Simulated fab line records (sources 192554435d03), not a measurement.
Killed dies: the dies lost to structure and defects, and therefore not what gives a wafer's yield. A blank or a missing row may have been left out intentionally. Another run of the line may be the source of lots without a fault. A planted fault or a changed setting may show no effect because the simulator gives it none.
Split-lot study | flow n5_finfet | route with 1938 steps; 7 lots, 21 wafers read

THE SPLIT ITSELF
At N5_BEOL_M7_DESCUM_33 (chemistry O2, time 7 s), the setting time_s was moved away from the recipe's 7 s on 8 of the 21 wafers read, by -12.8% to +21.7%. This setting was run at the recipe's value on the other wafers.

Between the split and the reading, the file records no step.

THE READING
CAR-EUV_of_BEOL_M7_COAT_22.thk_nm (the simulator's own value, which no gauge read), in nm, at N5_BEOL_M7_ETCH_72 (etches underlayer in N2/H2, target depth 6.5 nm, time 5.2 s). The file gives no usual value for it. The 13 wafers here that ran the recipe average 20.3 nm, standard deviation 0.1 nm.

wafer  | tool, chamber at the split | time_s as run, s | against the recipe | CAR-EUV_of_BEOL_M7_COAT_22.thk_nm, nm | against lot-mates on the recipe
L074.2 | rie_diel-06, 3             | 7                | recipe             | 20.4                                  | -
L074.3 | rie_diel-06, 1,0           | 8.102            | +15.7%             | 19.8                                  | -0.6
L074.4 | rie_diel-06, 1,0           | 8.102            | +15.7%             | 20                                    | -0.4
L075.4 | rie_diel-06, 2,0,1         | 7                | recipe             | 20.4                                  | -
L075.5 | rie_diel-06, 2,0,1         | 7                | recipe             | 20.4                                  | -
L075.6 | rie_diel-06, 2,0,1         | 7                | recipe             | 20.4                                  | -
L078.1 | rie_diel-05, 3             | 7                | recipe             | 20.2                                  | -
L078.5 | rie_diel-05, 3             | 7                | recipe             | 20.2                                  | -
L078.2 | rie_diel-05, 1             | 6.105            | -12.8%             | 20.8                                  | +0.6
L080.2 | rie_diel-02, 2             | 7                | recipe             | 20.2                                  | -
L080.5 | rie_diel-02, 1             | 7                | recipe             | 20.2                                  | -
L080.6 | rie_diel-02, 0             | 6.141            | -12.3%             | 20.8                                  | +0.6
L086.2 | rie_diel-05, 0             | 7                | recipe             | 20.2                                  | -
L086.3 | rie_diel-05, 3             | 7                | recipe             | 20.2                                  | -
L086.5 | rie_diel-05, 3             | 7                | recipe             | 20.2                                  | -
L092.1 | rie_diel-06, 1             | 8.195            | +17.1%             | 19.8                                  | -0.6
L092.5 | rie_diel-06, 1             | 8.195            | +17.1%             | 19.8                                  | -0.6
L092.6 | rie_diel-06, 0             | 7                | recipe             | 20.4                                  | -
L093.1 | rie_diel-02, 0             | 7                | recipe             | 20.4                                  | -
L093.2 | rie_diel-02, 1,0           | 8.516            | +21.7%             | 19.6                                  | -0.8
L093.6 | rie_diel-02, 1,0           | 8.516            | +21.7%             | 19.6                                  | -0.8
Where a row lists several chambers, the file gives one row for several wafers and doesn't say which wafer went through which chamber.

FIT RESULTS
A straight line over all 21 wafers: CAR-EUV_of_BEOL_M7_COAT_22.thk_nm changes by -0.0317 nm for each +1% of time_s; r = -0.96; the points scatter about the line by 0.1 nm.
The same after taking each lot's own level away (the mean of its wafers on the recipe; 21 wafers): -0.0378 nm for each +1%; r = -0.99; scatter 0.056 nm.
That fit puts the effect of the largest move of time_s on the reading at 0.82 nm.
The lots' own levels span 20.20 to 20.40 nm, that is 2.0 times the standard deviation above.
So the slope is not independent of the lot-to-lot level: the two fits are not the same.
Check: -0.79 nm against its lot-mates is what the line predicts for one of the wafers moved furthest among these (+21.7%) when that wafer is left out of the fit. Against them it came out at -0.8 nm.

THESE WAFERS: OTHER SPLITS
Other splits were also applied to these wafers ahead of the reading. Each is held against what the fit with the lots' levels taken away leaves over:
other split on the same wafers     | wafers away from the commonest value | r with CAR-EUV_of_BEOL_M7_COAT_22.thk_nm (lot level and that fit taken away)
N5_BEOL_M3_SPUTTER_48 time_s       | 5                                    | -0.15
N5_BEOL_M5_PECVD_70 temp_c         | 8                                    | +0.24
N5_BEOL_M5_HM_DEP_02 target_thk_a  | 6                                    | -0.06
N5_BEOL_M5_TRENCH_ETCH_37 source_w | 6                                    | -0.39
N5_BEOL_M5_ETCH_41 source_w        | 5                                    | -0.01
N5_BEOL_M6_TRENCH_ETCH_37 bias_w   | 8                                    | -0.31

THE WHOLE CHAIN: every reading that the file lists as answering this split, in the file's order
step                 | what it does                                                | reading                                                                            | change (the file's fit)                | r (the file's)
N5_BEOL_M7_DESCUM_33 | chemistry O2, time 7 s                                      | CAR-EUV_of_BEOL_M7_COAT_22.thk_nm (the simulator's own value, which no gauge read) | -0.0339 nm for each +1% of the setting | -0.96
N5_BEOL_M7_ETCH_72   | etches underlayer in N2/H2, target depth 6.5 nm, time 5.2 s | CAR-EUV_of_BEOL_M7_COAT_22.thk_nm (the simulator's own value, which no gauge read) | -0.0382 nm for each +1% of the setting | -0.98

THE FILE'S OWN FIT
CAR-EUV_of_BEOL_M7_COAT_22.thk_nm changes by -0.0382 nm for each +1% of time_s, r = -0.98.
